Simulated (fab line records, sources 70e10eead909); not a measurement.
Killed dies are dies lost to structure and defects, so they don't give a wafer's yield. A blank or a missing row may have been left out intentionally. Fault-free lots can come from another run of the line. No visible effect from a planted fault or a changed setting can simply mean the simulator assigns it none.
Chamber matching ; flow nand-harc ; NHARC_A_BLC_STRIP_29 on rie-diel-06: 4 sister chambers
The step strips in CF4. 20 wafers are shown with their chamber, then 10 later ones without.

== EACH WAFER AND ITS CHAMBER ==
wafer;chamber;drypump-motor-current-A (A);showerhead-plenum-p-Torr (Torr);oes-product-au (a.u.)
L075.3;3;6.1;1.73;0.998
L075.4;1;5.5;1.72;1.000
L075.5;3;6.1;1.73;0.988
L074.3;1;5.6;1.72;0.999
L074.4;0;4.8;1.75;1.003
L074.6;1;5.6;1.72;0.994
L082.1;0;4.8;1.75;0.994
L082.2;2;5.5;1.75;1.000
L082.4;1;5.6;1.71;1.005
L084.4;1;5.6;1.71;0.998
L084.5;0;4.8;1.75;1.000
L084.6;3;6.1;1.73;0.988
L085.1;1;5.6;1.71;1.001
L085.3;3;6.1;1.73;0.995
L085.5;0;4.8;1.75;1.004
L087.1;0;4.8;1.75;1.006
L087.2;1;5.5;1.71;1.008
L087.5;1;5.6;1.71;1.010
L091.3;2;5.5;1.75;1.011
L091.5;3;6.1;1.73;1.006

SIGNATURES, as means of the wafers listed above
reading;chamber 0;chamber 1;chamber 2;chamber 3;scatter within a chamber
drypump-motor-current-A;4.800;5.575;5.500;6.100;0.0306
showerhead-plenum-p-Torr;1.7500;1.7137;1.7500;1.7300;0.00342
oes-product-au;1.00140;1.00188;1.00550;0.99500;0.00601
Rule: for a wafer and a chamber, the distance is found by dividing, reading by reading, the gap between the wafer's reading and the chamber's mean by the reading's scatter, squaring, summing and taking the root. If the next closest chamber is less than 2 further off than the closest, the wafer can't be placed; otherwise it belongs to the closest. How the scatter is found: for the shown wafers, subtract from each reading the mean of its chamber, square and add these, divide the total by (wafers less chambers), then take the root.

== WAFERS WITH NO CHAMBER GIVEN ==
wafer;drypump-motor-current-A (A);showerhead-plenum-p-Torr (Torr);oes-product-au (a.u.)
L091.6;4.8;1.75;1.001
L092.1;5.6;1.71;0.994
L092.3;6.1;1.73;1.001
L092.6;6.1;1.73;1.009
L096.1;5.5;1.75;1.008
L096.2;5.6;1.71;1.003
L096.3;6.1;1.73;1.002
L097.1;6.1;1.72;1.001
L097.5;6.1;1.73;1.006
L097.6;5.5;1.75;1.008

== EACH ONE'S CHAMBER ==
wafer;from the rows above;in truth
L091.6;0;0
L092.1;1;1
L092.3;3;3
L092.6;3;3
L096.1;2;2
L096.2;1;1
L096.3;3;3
L097.1;3;3
L097.5;3;3
L097.6;2;2
10 of 10 placed correctly. Number that these rows cannot place: 0. 0 placed wrongly.
